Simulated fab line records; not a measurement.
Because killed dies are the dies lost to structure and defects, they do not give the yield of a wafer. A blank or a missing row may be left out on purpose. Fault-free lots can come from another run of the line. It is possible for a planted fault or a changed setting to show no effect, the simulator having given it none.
Which tool was responsible? ; flow nandHarc ; 69 wafers from 23 lots sampled at 2 of the route's 1302 steps

WHAT THE GAUGES READ, wafer by wafer
NHARC_A_START_INSPECT_01.
lot;measured;on;rawDefectCount
L074;day 7 02:53;defectInspect-02;5 4 3
L075;day 7 09:04;defectInspect-01;7 4 3
L076;day 7 10:46;defectInspect-02;4 3 2
L077;day 8 04:41;defectInspect-01;7 4 1
L078;day 8 11:35;defectInspect-02;0 3 5
L079;day 8 22:40;defectInspect-02;3 4 6
L080;day 9 06:00;defectInspect-02;1 3 3
L081;day 9 15:50;defectInspect-01;3 5 3
L082;day 10 03:05;defectInspect-02;4 4 4
L083;day 10 23:35;defectInspect-02;7 1 7
L085;day 11 07:02;defectInspect-02;0 2 7
L086;day 11 21:48;defectInspect-02;8 3 3
L087;day 12 02:40;defectInspect-01;1 5 4
L088;day 12 21:01;defectInspect-02;2 3 6
L089;day 12 22:02;defectInspect-02;5 2 4
L090;day 13 12:10;defectInspect-01;1 1 2
L091;day 14 02:02;defectInspect-01;1 5 3
L092;day 14 07:38;defectInspect-01;8 4 3
L093;day 14 22:50;defectInspect-01;3 4 1
L094;day 15 03:47;defectInspect-02;3 4 3
L095;day 15 13:53;defectInspect-02;0 6 2
L096;day 15 22:08;defectInspect-01;3 6 7
L097;day 16 11:35;defectInspect-02;3 2 5

EACH LOT AND THE TOOL THAT RAN IT (in order: tool; ch and the chambers of the sampled wafers; start)
lot;NHARC_P_BONDPAD_ANNEAL_28
L074;rtpAnneal-01 ch 0, day 7 01:38
L075;rtpAnneal-01 ch 0, day 7 07:46
L076;rtpAnneal-02 ch 0, day 7 09:24
L077;rtpAnneal-02 ch 0, day 8 03:21
L078;rtpAnneal-02 ch 0, day 8 10:17
L079;rtpAnneal-02 ch 0, day 8 21:18
L080;rtpAnneal-02 ch 0, day 9 04:42
L081;rtpAnneal-02 ch 0, day 9 14:34
L082;rtpAnneal-01 ch 0, day 10 01:45
L083;rtpAnneal-01 ch 0, day 10 22:20
L085;rtpAnneal-02 ch 0, day 11 05:41
L086;rtpAnneal-01 ch 0, day 11 20:26
L087;rtpAnneal-01 ch 0, day 12 01:18
L088;rtpAnneal-01 ch 0, day 12 19:41
L089;rtpAnneal-02 ch 0, day 12 20:40
L090;rtpAnneal-01 ch 0, day 13 10:53
L091;rtpAnneal-01 ch 0, day 14 00:43
L092;rtpAnneal-02 ch 0, day 14 06:18
L093;rtpAnneal-01 ch 0, day 14 21:32
L094;rtpAnneal-01 ch 0, day 15 02:29
L095;rtpAnneal-01 ch 0, day 15 12:39
L096;rtpAnneal-01 ch 0, day 15 20:44
L097;rtpAnneal-01 ch 0, day 16 10:14
- NHARC_P_BONDPAD_ANNEAL_28: time 90 s.

WHAT THE TOOLS THEMSELVES READ (means of the sampled wafers that have a number; where no wafer has one, the mark that the record gives instead)
NHARC_P_BONDPAD_ANNEAL_28.
lot;tool;annealTempC (C);wafer_temp_C_max
L074;rtpAnneal-01;225.10;226.5
L075;rtpAnneal-01;224.99;226.2
L076;rtpAnneal-02;224.88;226.0
L077;rtpAnneal-02;224.91;226.2
L078;rtpAnneal-02;225.12;226.0
L079;rtpAnneal-02;225.16;226.4
L080;rtpAnneal-02;224.95;225.7
L081;rtpAnneal-02;224.65;226.0
L082;rtpAnneal-01;225.18;226.5
L083;rtpAnneal-01;224.90;226.4
L085;rtpAnneal-02;225.04;225.9
L086;rtpAnneal-01;225.09;226.0
L087;rtpAnneal-01;225.09;226.1
L088;rtpAnneal-01;225.16;225.9
L089;rtpAnneal-02;225.25;226.2
L090;rtpAnneal-01;225.05;226.1
L091;rtpAnneal-01;224.98;226.3
L092;rtpAnneal-02;225.08;225.9
L093;rtpAnneal-01;225.14;226.2
L094;rtpAnneal-01;225.07;226.3
L095;rtpAnneal-01;225.21;226.9
L096;rtpAnneal-01;224.99;226.4
L097;rtpAnneal-01;224.93;226.3

THE ANSWER, worked out from the rows above alone
Rule: usual is defined by the lots themselves. Put in order of their means at a reading, lots are off if they are a third of the lots or fewer, leave a main group of 4 or more, and stand apart from it by a gap of 3 or more times the standard deviation of the main group's means; of several such gaps the widest counts. Not used: any main group whose means are identical at the precision the tables above print for the reading. A lot without any number at a reading at which 4 lots or more have one is off too. The other lots that the step has rows for count as sound. First the gauges in route order, then the tools' own readings, where a lot's mean is used as printed above. At the first step where some lot is off, the reading lying furthest off is the one used; lots without a number count as furthest.
Across all readings shown, no lot is off: no conclusion can be drawn from this.

WHAT THE SIMULATOR HAD INSERTED
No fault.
